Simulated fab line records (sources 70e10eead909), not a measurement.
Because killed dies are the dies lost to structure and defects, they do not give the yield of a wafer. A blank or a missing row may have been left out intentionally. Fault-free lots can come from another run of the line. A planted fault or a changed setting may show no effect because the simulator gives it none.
Problem report in the 8D (eight disciplines) form, filled by code    flow nand harc    the parts of the form that need people (team, actions taken, sign-off) are left out

## 1. THE PROBLEM
Mean of developer temp C at NHARC_A_BLC_DEVELOP_09: 23.98 C across 6 wafers in 2 lots; on wafers with no fault it is 23.01 C (standard deviation 0.095). Measured from the usual mean, that is +10 standard deviations.
The step: develop time 35 s.
First seen on wafer L806.1, day 25 14:00, on litho track-04. The record has a number at this step for 36 wafers belonging to 12 lots. Rule for "out", or "out of limits": more than 4 standard deviations from the usual mean. The rest of the wafers with a number are treated as sound.

## 2. WHAT IT IS; WHAT IT IS NOT
question                     is                      is not
which readings at this step  developer temp C        -
which lots                   L806, L808              L800, L801, L802, L804, L815, L816, L818, L819, L820, L821
which wafers of those lots   all that have a number  -
read on which tools          litho track-04          litho track-06
when                         from day 25 14:00       up to then (12 sound wafers); but 18 sound wafers of L815, L816, L818, L819, L820, L821 came after

## 3. THE SUSPECTS, EACH WITH WHAT RULES IT OUT
Counting: a tool stays on the suspect list if, at a process step up to the reading, it processed all lots that are out and no sound lot following the first of them.
- har cap etch-03 at NHARC_A_CONTACT_ETCH_137 (etches the open film in C4F8/O2/Ar, time 311 s, target depth 1912 nm): ruled out as a lasting fault. The sound lots L819 went through it after L806, its earliest lot that is out (day 25 10:22).
- rie diel-06 at NHARC_A_CONTACT_ETCH_92 (etches the open film in CH3F/O2, target depth 40 nm, time 85.7 s): ruled out as a lasting fault. The sound lots L815, L816, L818, L820, L819 went through it after L806, its earliest lot that is out (day 25 11:30).
- litho track-04 at NHARC_A_BLC_DEVELOP_09 (develop time 35 s): ruled out as a lasting fault. The sound lots L815, L821 went through it after L806, its earliest lot that is out (day 25 14:00).
Left after counting: nothing in the record.

## 4. THE CAUSE (what the simulator had put in)
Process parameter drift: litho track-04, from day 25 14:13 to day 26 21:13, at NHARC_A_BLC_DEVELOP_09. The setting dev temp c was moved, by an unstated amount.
Counting ruled it out, wrongly.

## 5. THE EFFECT CHAIN, in route order
Rows list readings where the struck wafers' mean (over those with a number) sits beyond 3 standard deviations from the usual. Only readings whose record carries a usual standard deviation are examined. hours: median over the lots of the time between each lot's start at the first step of this table that gives one and its start at this step. sigmas: the change, counted in usual standard deviations.
hours  step                    reading           usual    on struck wafers  change  sigmas
0      NHARC_A_BLC_DEVELOP_09  developer temp C  23.01 C  23.98             +0.97   +10
The process steps in it:
- NHARC_A_BLC_DEVELOP_09: develop time 35 s.

## 6. WHAT WOULD HAVE CAUGHT IT SOONER
In this record the first reading out of limits was taken at day 25 14:00.
